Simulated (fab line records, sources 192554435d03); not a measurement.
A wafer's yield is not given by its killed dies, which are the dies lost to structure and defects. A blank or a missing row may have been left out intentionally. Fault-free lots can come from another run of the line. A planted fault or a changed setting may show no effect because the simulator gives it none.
fab line records	flow n5-finfet
[record] lots = 7	wafers = 21
route steps=1938 shown BEOL_M0_SAQP@635 BEOL_M0@715 BEOL_M1@751 BEOL_M2@867 BEOL_M3@950
start-h: hours from the record's first day to the start of the lot's first wafer shown	wait-h: hours elapsed since this lot's preceding step	" same as the row above	L1.1+2: a row that stands for several wafers	- value missing, or start not given	* or withheld: withheld	< > ~ a bound
route shown NAME@n: a module of which the file shows steps, and the number in the route of the first	usual: mean/standard deviation of fault-free wafers	same: alike in all rows	chamber/n: place in a boat	sites: each site's reading	_std_site: standard deviation of those values	_edge_site: mean of outer sites minus mean of inner sites	radius-mm: for every site, how far away it sits from the centre of the wafer	mask NAME#n: copy n	behind: the most recent tool/chamber to have shaped the wafer	hold: what put the lot on hold/how long, in hours/how the hold closed	device: transistor that didn't switch, given as n, p or np	end of line: tests run on the same wafers once the route is complete	step lacking rows: just its recipe	killed: the dies lost at the first sort to structure and to defects; this is not the yield of the wafer	map: a wafer's dies, x killed, . not, _ none there
set.NAME: the run value of the setting; set.NAME@STEP: its run value at that earlier step	model.NAME: the simulator's own value behind a step, which no gauge read
lots run with intentionally changed settings; tables by step, rows by wafer
[[steps]]
[step N5_BEOL_M0_SAQP_PECVD_03]
[recipe] material = SiCN	target-thk-a = 120	temp-c = withheld	precursor = 3MS/NH3	pressure-torr = 3	rf-w = 202	time-s = 21.1
lot.wafer	tool	chamber	start-h	wait-h	set.time-s	model.SiCN_of_BEOL_M0_SAQP_PECVD_03.thk-nm
L075.1	pecvd-01	2	128.48	0.1	21.1	11.6
L075.2	"	0	"	"	23.84	13.2
L075.6	"	2	"	"	21.1	11.8
L083.1+3	pecvd-01	2,0	161.47	0.1	21.1	11.8
L083.5	"	1	"	"	21.1	12.2
L091.1+2	pecvd-01	1,0	207.64	0.1	21.1	12
L091.3	"	2	"	"	21.1	11.8
L092.1	pecvd-03	2	215.35	0.1	21.1	11.8
L092.3	"	2	"	"	21.1	12
L092.4	"	1	"	"	23.57	13.2
L095.3	pecvd-04	0	232.20	0.1	19.84	11.2
L095.4	"	1	"	"	19.84	11.4
L095.5	"	0	"	"	21.1	12
L096.1+4+5	pecvd-03	0,1,1	241.60	0.1	21.1	12.2
L097.1+4	pecvd-03	1,2	253.35	0.1	19.64	11.2
L097.6	"	0	"	"	21.1	12
[step N5_BEOL_M0_SAQP_PECVD_96]
[recipe] material = a-Si	target-thk-a = 450	temp-c = 350	precursor = SiH4/He	pressure-torr = 3	rf-w = 100	time-s = 45.2
[step N5_BEOL_M0_SAQP_PECVD_97]
[recipe] material = SiNx	target-thk-a = 230	temp-c = 350	precursor = SiH4/NH3/N2	pressure-torr = 1.5	rf-w = 300	time-s = 19.9
[step N5_BEOL_M0_SAQP_ETCH_101]
[recipe] chemistry = CH3F/O2	target = SiNx	mask-material = SiO2	target-depth-a = 299	time-s = 42.7	pressure-mtorr = 30	source-w = 395	bias-w = 73	Ar_flow_sccm = 150	CH3F_flow_sccm = 30	O2_flow_sccm = 20	ion-energy-ev = 120
[step N5_BEOL_M0_SAQP_ETCH_102]
[recipe] chemistry = CF4	target = SiO2	target-depth-a = 40	ion-energy-ev = 350	time-s = 4.4	pressure-mtorr = 10	icp-w = 800	bias-w = 400	cf4-flow-sccm = 80
[step N5_BEOL_M0_SAQP_MANDREL_ETCH_103]
[recipe] chemistry = HBr/Cl2	target = a-Si	target-depth-a = 450	bt-time-s = 10	stop-on = SiCN	mask-material = SiO2	over-etch-frac = 0.8	time-s = 27	pressure-mtorr = 10	icp-w = 800	bias-w = 75	HBr_flow_sccm = 150	Cl2_flow_sccm = 80	ends = end-point
lot.wafer	tool	chamber	start-h	wait-h	set.time-s@BEOL_M0_SAQP_PECVD_03	model.SiCN_of_BEOL_M0_SAQP_PECVD_03.thk-nm
L075.1	rie-si-06	3	132.09	0.0	21.1	8.4
L075.2	"	2	"	"	23.84	10.2
L075.6	"	0	"	"	21.1	8.6
L083.1	rie-si-04	2	164.26	0.0	21.1	8.8
L083.3	"	3	"	"	21.1	8.6
L083.5	"	2	"	"	21.1	9
L091.1	rie-si-01	3	210.10	0.0	21.1	9
L091.2	"	1	"	"	21.1	8.8
L091.3	"	2	"	"	21.1	8.6
L092.1	rie-si-04	3	217.84	0.0	21.1	8.6
L092.3	"	0	"	"	21.1	8.8
L092.4	"	1	"	"	23.57	10.2
L095.3	rie-si-06	3	235.05	0.0	19.84	8
L095.4	"	1	"	"	19.84	8.2
L095.5	"	3	"	"	21.1	8.8
L096.1+4	rie-si-01	0,2	245.11	0.0	21.1	9
L096.5	"	0	"	"	21.1	9.2
L097.1+4	rie-si-04	1,2	255.83	0.0	19.64	8
L097.6	"	1	"	"	21.1	8.8
[step N5_BEOL_M0_SAQP_RECESS_104]
[recipe] chemistry = HF/NH3	target = SiO2	target-depth-a = 180	afs-cycles = 3	temp-c = 30	sublimation-temp-c = 180	sublimation-time-s = 60
lot.wafer	tool	chamber	start-h	wait-h	set.time-s@BEOL_M0_SAQP_PECVD_03	model.SiCN_of_BEOL_M0_SAQP_PECVD_03.thk-nm
L075.1	vapor-etch-02	0	132.17	0.1	21.1	8
L075.2	"	1	"	"	23.84	9.8
L075.6	"	1	"	"	21.1	8.2
L083.1	vapor-etch-01	1	164.34	0.1	21.1	8.4
L083.3	"	1	"	"	21.1	8.2
L083.5	"	1	"	"	21.1	8.8
L091.1	vapor-etch-02	0	210.18	0.1	21.1	8.6
L091.2+3	"	1,0	"	"	21.1	8.4
L092.1	vapor-etch-01	0	217.92	0.1	21.1	8.4
L092.3	"	0	"	"	21.1	8.6
L092.4	"	1	"	"	23.57	9.8
L095.3	vapor-etch-02	0	235.25	0.2	19.84	7.6
L095.4	"	1	"	"	19.84	8
L095.5	"	0	"	"	21.1	8.4
L096.1+4+5	vapor-etch-02	0	245.19	0.1	21.1	8.8
L097.1+4	vapor-etch-02	0,1	255.91	0.1	19.64	7.8
L097.6	"	1	"	"	21.1	8.6
[step N5_BEOL_M0_ETCH_138]
[recipe] chemistry = CH3F/O2	target-depth-a = 120	target = SiCN	time-s = 31.6	ion-energy-ev = 120	pressure-mtorr = 30	source-w = 395	bias-w = 75	Ar_flow_sccm = 150	CH3F_flow_sccm = 30	O2_flow_sccm = 20	ends = cleared
[usual] rf-vpp-V = 296.9/1.4
lot.wafer	tool	chamber	start-h	wait-h	set.source-w	rf-vpp-V
L075.1	rie-diel-05	3	137.34	0.0	465.8	278.9
L075.2	"	0	"	"	465.8	282.8
L075.6	"	1	"	"	395	295.5
L083.1	rie-diel-06	2	168.46	0.0	395	296.7
L083.3	"	0	"	"	395	295.2
L083.5	"	2	"	"	395	295.6
L091.1	rie-diel-05	1	215.05	0.0	351	307.4
L091.2	"	0	"	"	351	308.9
L091.3	"	3	"	"	395	295.6
L092.1	rie-diel-05	0	221.75	0.0	395	299.3
L092.3	"	1	"	"	462.8	280.3
L092.4	"	2	"	"	462.8	282.1
L095.3	rie-diel-06	2	238.83	0.0	340.6	311.6
L095.4	"	1	"	"	395	297.7
L095.5	"	3	"	"	395	296.7
L096.1	rie-diel-01	0	248.98	0.0	395	300.4
L096.4	"	1	"	"	395	296.6
L096.5	"	3	"	"	395	298.8
L097.1	rie-diel-06	3	260.06	0.0	395	295.9
L097.4	"	1	"	"	419.5	292.9
L097.6	"	0	"	"	395	294.5
[step N5_BEOL_M1_ILD_DEP_00]
[recipe] material = SiOC	target-thk-a = 790	temp-c = 350	precursor = DEMS/O2	pressure-torr = 5	rf-w = 500	time-s = 15.3
lot.wafer	tool	chamber	start-h	wait-h	set.time-s	model.SiOC_of_BEOL_M1_ILD_DEP_00.thk-nm
L075.1	pecvd-01	1	140.35	0.0	13.65	70.4
L075.2	"	0	"	"	15.3	79.6
L075.6	"	1	"	"	13.65	71
L083.1	pecvd-02	1	174.44	0.0	13.41	68
L083.3	"	0	"	"	15.3	79.4
L083.5	"	0	"	"	13.41	70.4
L091.1	pecvd-01	2	221.32	0.0	15.3	80.4
L091.2	"	1	"	"	15.3	79.6
L091.3	"	0	"	"	15.3	81
L092.1	pecvd-01	1	226.65	0.0	14.25	73
L092.3	"	2	"	"	14.25	73.6
L092.4	"	1	"	"	15.3	79.6
L095.3	pecvd-04	1	244.64	0.0	15.3	77.8
L095.4	"	2	"	"	15.3	79.6
L095.5	"	1	"	"	15.3	79
L096.1	pecvd-02	1	253.80	0.0	15.3	78.2
L096.4	"	0	"	"	15.3	80.2
L096.5	"	1	"	"	15.3	79
L097.1	pecvd-01	0	266.00	0.0	15.3	78.8
L097.4	"	1	"	"	15.3	78.6
L097.6	"	0	"	"	17.18	89.2
[step N5_BEOL_M1_THK_MEAS_01]
[recipe] reads = SiOC_of_BEOL_M1_ILD_DEP_00
[usual] M1_ILD_THK = 79.2/1.1
lot.wafer	tool	chamber	start-h	wait-h	set.time-s@BEOL_M1_ILD_DEP_00	M1_ILD_THK[nm]
L075.1	film-metro-02	-	140.42	0.0	13.65	70.5
L075.2	"	-	"	"	15.3	79.7
L075.6	"	-	"	"	13.65	71.1
L083.1	film-metro-01	-	174.51	0.0	13.41	67.9
L083.3	"	-	"	"	15.3	79.3
L083.5	"	-	"	"	13.41	70.3
L091.1	film-metro-01	-	221.38	0.0	15.3	80.4
L091.2	"	-	"	"	15.3	79.6
L091.3	"	-	"	"	15.3	80.9
L092.1	film-metro-02	-	226.72	0.0	14.25	73.0
L092.3	"	-	"	"	14.25	73.6
L092.4	"	-	"	"	15.3	79.5
L095.3	film-metro-01	-	244.71	0.1	15.3	77.7
L095.4	"	-	"	"	15.3	79.7
L095.5	"	-	"	"	15.3	79.0
L096.1	film-metro-01	-	253.87	0.0	15.3	78.3
L096.4	"	-	"	"	15.3	80.3
L096.5	"	-	"	"	15.3	78.9
L097.1	film-metro-02	-	266.06	0.0	15.3	78.7
L097.4	"	-	"	"	15.3	78.6
L097.6	"	-	"	"	17.18	89.2
[step N5_BEOL_M1_PECVD_72]
[recipe] material = SiO2	target-thk-a = 160	temp-c = 400	precursor = TEOS/O2	pressure-torr = 5.5	rf-w = 450	teos-flow-sccm = 53.8	gas = O2	flow-sccm = 3000	time-s = 18
lot.wafer	tool	chamber	start-h	wait-h	set.time-s	model.SiO2_of_BEOL_M1_PECVD_72.thk-nm
L075.1	pecvd-04	0	140.46	0.0	19.68	17.4
L075.2	"	1	"	"	19.68	17
L075.6	"	0	"	"	18	16.2
L083.1	pecvd-02	0	174.54	0.0	18.77	17
L083.3	"	1	"	"	18	16.2
L083.5	"	0	"	"	18	16.6
L091.1+3	pecvd-02	2,1	221.42	0.0	18	15.8
L091.2	"	0	"	"	18	16
L092.1+3	pecvd-04	2,0	226.76	0.0	19.82	17.6
L092.4	"	1	"	"	18	16.2
L095.3	pecvd-04	1	244.75	0.0	16.27	14.2
L095.4	"	1	"	"	18	16
L095.5	"	0	"	"	18	16.2
L096.1	pecvd-01	1	253.91	0.0	18	16
L096.4	"	2	"	"	18	16.2
L096.5	"	0	"	"	18	15.8
L097.1	pecvd-02	2	266.10	0.0	15.41	13.8
L097.4	"	0	"	"	18	16.2
L097.6	"	1	"	"	18	15.8
[step N5_BEOL_M2_COAT_67]
[recipe] resist = SOC	temp-c = 250	time-s = 60	spin-rpm = 1500	resist-thk-nm = 60
lot.wafer	tool	chamber	start-h	wait-h	set.spin-rpm	model.SOC_of_BEOL_M2_COAT_67.thk-nm
L075.1+6	litho-track-05	0	155.78	0.0	1500	59.8
L075.2	"	0	"	"	1642	57.4
L083.1	litho-track-03	0	187.65	0.0	1632	57.6
L083.3	"	0	"	"	1500	59.8
L083.5	"	0	"	"	1500	60
L091.1+3	litho-track-05	0	236.72	0.0	1500	59.8
L091.2	"	0	"	"	1500	60
L092.1	litho-track-03	0	242.27	0.0	1500	60
L092.3	"	0	"	"	1500	60.2
L092.4	"	0	"	"	1660	57.4
L095.3	litho-track-03	0	256.57	0.0	1500	60
L095.4+5	"	0	"	"	1652	57.2
L096.1+5	litho-track-02	0	264.80	0.0	1500	60.4
L096.4	"	0	"	"	1500	60.2
L097.1+4	litho-track-05	0	289.08	0.0	1638	57.6
L097.6	"	0	"	"	1500	60.2
[step N5_BEOL_M2_COAT_22]
[recipe] resist = CAR-EUV	spin-rpm = 1500	resist-thk-nm = 30
lot.wafer	tool	chamber	start-h	wait-h	set.spin-rpm	model.CAR-EUV_of_BEOL_M2_COAT_22.thk-nm
L075.1+2	litho-track-05	0	-	-	1500	30
L075.6	"	0	"	"	1500	30.2
L083.1	litho-track-03	0	-	-	1500	29.8
L083.3	"	0	"	"	1584	29
L083.5	"	0	"	"	1500	30
L091.1	litho-track-05	0	-	-	1346	31.6
L091.2+3	"	0	"	"	1500	29.8
L092.1+4	litho-track-03	0	-	-	1564	29.4
L092.3	"	0	"	"	1500	30
L095.3+5	litho-track-03	0	-	-	1576	29.2
L095.4	"	0	"	"	1500	30
L096.1+4+5	litho-track-02	0	-	-	1500	30
L097.1+4+6	litho-track-05	0	-	-	1500	30
[step N5_BEOL_M2_EBR_24]
[recipe] solvent = PGMEA	ebr-width-mm = 1.5
[step N5_BEOL_M2_SOFTBAKE_23]
[recipe] temp-c = 110	time-s = 60	resist = CAR-EUV
[step N5_BEOL_M2_EXPOSE_25]
[recipe] mask-id = V1	na = 0.33	source-shape = quasar	sigma-inner = 0.2	sigma-outer = 0.8	polarization = unpolarized	defocus-nm = 5	dose-mj = 63
[step N5_BEOL_M2_PEB_26]
[recipe] peb-temp-c = 100	peb-time-s = 60	resist = CAR-EUV
[step N5_BEOL_M2_DEVELOP_27]
[recipe] develop-time-s = 30	developer = TMAH	resist = CAR-EUV	rinse-liquid = surfactant-rinse	dry = air-spin	dev-temp-c = 23
lot.wafer	tool	chamber	start-h	wait-h	set.spin-rpm@BEOL_M2_COAT_22	model.CAR-EUV_of_BEOL_M2_COAT_22.thk-nm
L075.1	litho-track-05	0	-	-	1500	29.4
L075.2+6	"	0	"	"	1500	29.6
L083.1+5	litho-track-03	0	-	-	1500	29.4
L083.3	"	0	"	"	1584	28.6
L091.1	litho-track-05	0	-	-	1346	31.2
L091.2+3	"	0	"	"	1500	29.4
L092.1	litho-track-05	0	-	-	1564	28.8
L092.3	"	0	"	"	1500	29.6
L092.4	"	0	"	"	1564	29
L095.3+5	litho-track-02	0	-	-	1576	28.8
L095.4	"	0	"	"	1500	29.4
L096.1+4+5	litho-track-02	0	-	-	1500	29.6
L097.1+4+6	litho-track-02	0	-	-	1500	29.6
[step N5_BEOL_M2_DESCUM_33]
[recipe] chemistry = O2	time-s = 7	source-power-w = 50	bias-power-w = 20	pressure-mtorr = 20	rf-frequency-hz = 2.712e+07	temp-c = 40	resist = CAR-EUV	o2-flow-sccm = 225
lot.wafer	tool	chamber	start-h	wait-h	set.spin-rpm@BEOL_M2_COAT_22	model.CAR-EUV_of_BEOL_M2_COAT_22.thk-nm
L075.1	rie-diel-05	3	156.32	0.0	1500	26
L075.2+6	"	0,2	"	"	1500	26.2
L083.1+5	rie-diel-05	2,3	188.25	0.1	1500	26
L083.3	"	3	"	"	1584	25
L091.1	rie-diel-06	2	237.25	0.0	1346	27.8
L091.2	"	3	"	"	1500	25.8
L091.3	"	1	"	"	1500	26
L092.1+4	rie-diel-06	3,0	242.68	0.0	1564	25.4
L092.3	"	1	"	"	1500	26.2
L095.3	rie-diel-01	2	256.97	0.0	1576	25.4
L095.4	"	0	"	"	1500	26
L095.5	"	3	"	"	1576	25.2
L096.1+4+5	rie-diel-06	0,3,3	265.21	0.0	1500	26
L097.1	rie-diel-05	0	289.61	0.0	1500	26.2
L097.4+6	"	3,0	"	"	1500	26
[step N5_BEOL_M2_ETCH_77]
[recipe] chemistry = N2/H2	target = underlayer	target-depth-a = 65	mask-material = CAR-EUV	time-s = 5.2	ion-energy-ev = 200	pressure-mtorr = 30	source-w = 840	bias-w = 150	n2-flow-sccm = 200	h2-flow-sccm = 200	ends = cleared
[step N5_BEOL_M2_ETCH_69]
[recipe] chemistry = CF4	target = SiARC	target-depth-a = 156	mask-material = CAR-EUV	time-s = 26	ion-energy-ev = 80	pressure-mtorr = 40	source-w = 545	bias-w = 36	Ar_flow_sccm = 100	cf4-flow-sccm = 100	ends = cleared
[step N5_BEOL_M2_ALD_98]
[recipe] material = SiO2	target-thk-a = 25	temp-c = 100	ald-precursor-family = BDEAS	ald-co-reactant = O2-plasma	pulse-time-s = 1	co-reactant-pulse-time-s = 1	purge-time-s = 2	co-reactant-purge-time-s = 2	ald-cycles = 17	pressure-torr = 2
[step N5_BEOL_M2_ETCHBACK_99]
[recipe] chemistry = CHF3	target = SiO2	target-depth-a = 50	time-s = 10.4	source-w = 215	bias-w = 47	Ar_flow_sccm = 200	CHF3_flow_sccm = 12	ion-energy-ev = 100	pressure-mtorr = 30
[step N5_BEOL_M2_ETCH_70]
[recipe] chemistry = N2/H2	target = SOC	target-depth-a = 800	overetch-a = 240	mask-material = SiARC	temp-c = 40	time-s = 130	ion-energy-ev = 200	pressure-mtorr = 30	source-w = 840	bias-w = 150	n2-flow-sccm = 200	h2-flow-sccm = 200
lot.wafer	tool	chamber	start-h	wait-h	set.spin-rpm@BEOL_M2_COAT_67	model.etch.depth-nm
L075.1	rie-diel-05	1	160.70	0.0	1500	59.83
L075.2	"	3	"	"	1642	57.38
L075.6	"	3	"	"	1500	59.85
L083.1	rie-diel-01	0	190.45	0.0	1632	57.52
L083.3	"	2	"	"	1500	59.87
L083.5	"	2	"	"	1500	59.99
L091.1	rie-diel-01	2	241.07	0.0	1500	59.78
L091.2	"	3	"	"	1500	59.95
L091.3	"	1	"	"	1500	59.88
L092.1	rie-diel-01	0	246.23	0.0	1500	60.1
L092.3	"	1	"	"	1500	60.18
L092.4	"	3	"	"	1660	57.32
L095.3	rie-diel-01	3	258.66	0.0	1500	59.96
L095.4	"	2	"	"	1652	57.17
L095.5	"	3	"	"	1652	57.26
L096.1	rie-diel-01	2	277.24	0.0	1500	60.39
L096.4	"	1	"	"	1500	60.2
L096.5	"	1	"	"	1500	60.35
L097.1	rie-diel-01	3	295.76	0.0	1638	57.57
L097.4	"	2	"	"	1638	57.53
L097.6	"	2	"	"	1500	60.22
[step N5_BEOL_M3_ETCH_64]
[recipe] chemistry = N2/H2	target = SOC	target-depth-a = 750	overetch-a = 150	mask-material = SiARC	temp-c = 40	time-s = 112.5	ion-energy-ev = 200	pressure-mtorr = 30	source-w = 840	bias-w = 150	n2-flow-sccm = 200	h2-flow-sccm = 200
lot.wafer	tool	chamber	start-h	wait-h	set.time-s	model.SiARC_of_BEOL_M3_COAT_62.thk-nm
L075.1	rie-diel-02	0	167.85	0.0	99.54	7.8
L075.2	"	1	"	"	99.54	7.4
L075.6	"	3	"	"	99.54	7.2
L083.1+5	rie-diel-03	3,1	197.53	0.0	129.5	6
L083.3	"	1	"	"	129.5	5.8
L091.1	rie-diel-02	2	247.63	0.0	137.5	5.6
L091.2	"	1	"	"	112.5	7
L091.3	"	3	"	"	112.5	6.8
L092.1	rie-diel-02	1	253.73	0.0	112.5	7
L092.3	"	3	"	"	112.5	6.8
L092.4	"	0	"	"	89.53	8.4
L095.3	rie-diel-02	0	266.06	0.0	99.48	7.8
L095.4	"	1	"	"	112.5	6.8
L095.5	"	0	"	"	112.5	7.2
L096.1	rie-diel-04	2	286.62	0.0	112.5	7
L096.4+5	"	1	"	"	112.5	6.6
L097.1+6	rie-diel-03	0,2	304.79	0.0	132.8	5.8
L097.4	"	1	"	"	112.5	6.6
[step N5_BEOL_M3_COAT_76]
[recipe] resist = underlayer	temp-c = 205	time-s = 60	spin-rpm = 1500	resist-thk-nm = 5
lot.wafer	tool	chamber	start-h	wait-h	set.spin-rpm
L075.1+2+6	litho-track-01	0	-	-	1500
L083.1+3	litho-track-05	0	-	-	1385
L083.5	"	0	"	"	1500
L091.1+2+3	litho-track-04	0	-	-	1500
L092.1	litho-track-01	0	-	-	1454
L092.3+4	"	0	"	"	1500
L095.3+4+5	litho-track-05	0	-	-	1621
L096.1+4+5	litho-track-01	0	-	-	1500
L097.1+4	litho-track-05	0	-	-	1500
L097.6	"	0	"	"	1359
[step N5_BEOL_M3_COAT_22]
[recipe] resist = CAR-EUV	spin-rpm = 1500	resist-thk-nm = 30
[step N5_BEOL_M3_EBR_24]
[recipe] solvent = PGMEA	ebr-width-mm = 1.5
[step N5_BEOL_M3_DESCUM_33]
[recipe] chemistry = O2	time-s = 7	source-power-w = 50	bias-power-w = 20	pressure-mtorr = 20	rf-frequency-hz = 2.712e+07	temp-c = 40	resist = CAR-EUV	o2-flow-sccm = 225
[step N5_BEOL_M3_ETCH_77]
[recipe] chemistry = N2/H2	target = underlayer	target-depth-a = 65	mask-material = CAR-EUV	time-s = 5.2	ion-energy-ev = 200	pressure-mtorr = 30	source-w = 840	bias-w = 150	n2-flow-sccm = 200	h2-flow-sccm = 200	ends = cleared
lot.wafer	tool	chamber	start-h	wait-h	set.spin-rpm@BEOL_M3_COAT_76	model.etch.depth-nm
L075.1	rie-diel-04	3	168.87	0.0	1500	5.026
L075.2	"	2	"	"	1500	5.02
L075.6	"	0	"	"	1500	5.002
L083.1	rie-diel-04	1	198.60	0.0	1385	5.205
L083.3	"	3	"	"	1385	5.204
L083.5	"	1	"	"	1500	5.009
L091.1	rie-diel-02	0	248.58	0.0	1500	5.006
L091.2	"	2	"	"	1500	4.994
L091.3	"	3	"	"	1500	5.009
L092.1	rie-diel-04	1	254.56	0.0	1454	5.083
L092.3+4	"	0,2	"	"	1500	4.99
L095.3	rie-diel-02	3	266.88	0.0	1621	4.82
L095.4	"	1	"	"	1621	4.833
L095.5	"	2	"	"	1621	4.808
L096.1	rie-diel-04	1	287.49	0.0	1500	5.012
L096.4	"	0	"	"	1500	5.021
L096.5	"	1	"	"	1500	5.009
L097.1	rie-diel-02	3	305.86	0.0	1500	4.988
L097.4	"	2	"	"	1500	4.998
L097.6	"	0	"	"	1359	5.251
[[key]]
[split] step = N5_BEOL_M0_SAQP_PECVD_03	setting = time-s	stated = 21.1	by = wafer
[response] step = N5_BEOL_M0_SAQP_PECVD_03	reading = model.SiCN_of_BEOL_M0_SAQP_PECVD_03.thk-nm	change = +0.114	per = 1%	r = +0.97
[response] step = N5_BEOL_M0_SAQP_MANDREL_ETCH_103	reading = model.SiCN_of_BEOL_M0_SAQP_PECVD_03.thk-nm	change = +0.127	per = 1%	r = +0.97
[response] step = N5_BEOL_M0_SAQP_RECESS_104	reading = model.SiCN_of_BEOL_M0_SAQP_PECVD_03.thk-nm	change = +0.119	per = 1%	r = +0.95
[split] step = N5_BEOL_M0_ETCH_138	setting = source-w	stated = 395	by = wafer
[response] step = N5_BEOL_M0_ETCH_138	reading = rf-vpp-V	change = -0.96	per = 1%	r = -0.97
[split] step = N5_BEOL_M1_ILD_DEP_00	setting = time-s	stated = 15.3	by = wafer
[response] step = N5_BEOL_M1_ILD_DEP_00	reading = model.SiOC_of_BEOL_M1_ILD_DEP_00.thk-nm	change = +0.844	per = 1%	r = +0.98
[response] step = N5_BEOL_M1_THK_MEAS_01	reading = M1_ILD_THK	change = +0.847	per = 1%	r = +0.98
[split] step = N5_BEOL_M1_PECVD_72	setting = time-s	stated = 18	by = wafer
[response] step = N5_BEOL_M1_PECVD_72	reading = model.SiO2_of_BEOL_M1_PECVD_72.thk-nm	change = +0.15	per = 1%	r = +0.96
[split] step = N5_BEOL_M2_COAT_67	setting = spin-rpm	stated = 1500	by = wafer
[response] step = N5_BEOL_M2_COAT_67	reading = model.SOC_of_BEOL_M2_COAT_67.thk-nm	change = -0.265	per = 1%	r = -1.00
[response] step = N5_BEOL_M2_ETCH_70	reading = model.etch.depth-nm	change = -0.271	per = 1%	r = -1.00
[split] step = N5_BEOL_M2_COAT_22	setting = spin-rpm	stated = 1500	by = wafer
[response] step = N5_BEOL_M2_COAT_22	reading = model.CAR-EUV_of_BEOL_M2_COAT_22.thk-nm	change = -0.167	per = 1%	r = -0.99
[response] step = N5_BEOL_M2_DEVELOP_27	reading = model.CAR-EUV_of_BEOL_M2_COAT_22.thk-nm	change = -0.16	per = 1%	r = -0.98
[response] step = N5_BEOL_M2_DESCUM_33	reading = model.CAR-EUV_of_BEOL_M2_COAT_22.thk-nm	change = -0.178	per = 1%	r = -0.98
[split] step = N5_BEOL_M3_ETCH_64	setting = time-s	stated = 112.5	by = wafer
[response] step = N5_BEOL_M3_ETCH_64	reading = model.SiARC_of_BEOL_M3_COAT_62.thk-nm	change = -0.0607	per = 1%	r = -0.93
[split] step = N5_BEOL_M3_COAT_76	setting = spin-rpm	stated = 1500	by = wafer
[response] step = N5_BEOL_M3_ETCH_77	reading = model.etch.depth-nm	change = -0.0269	per = 1%	r = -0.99
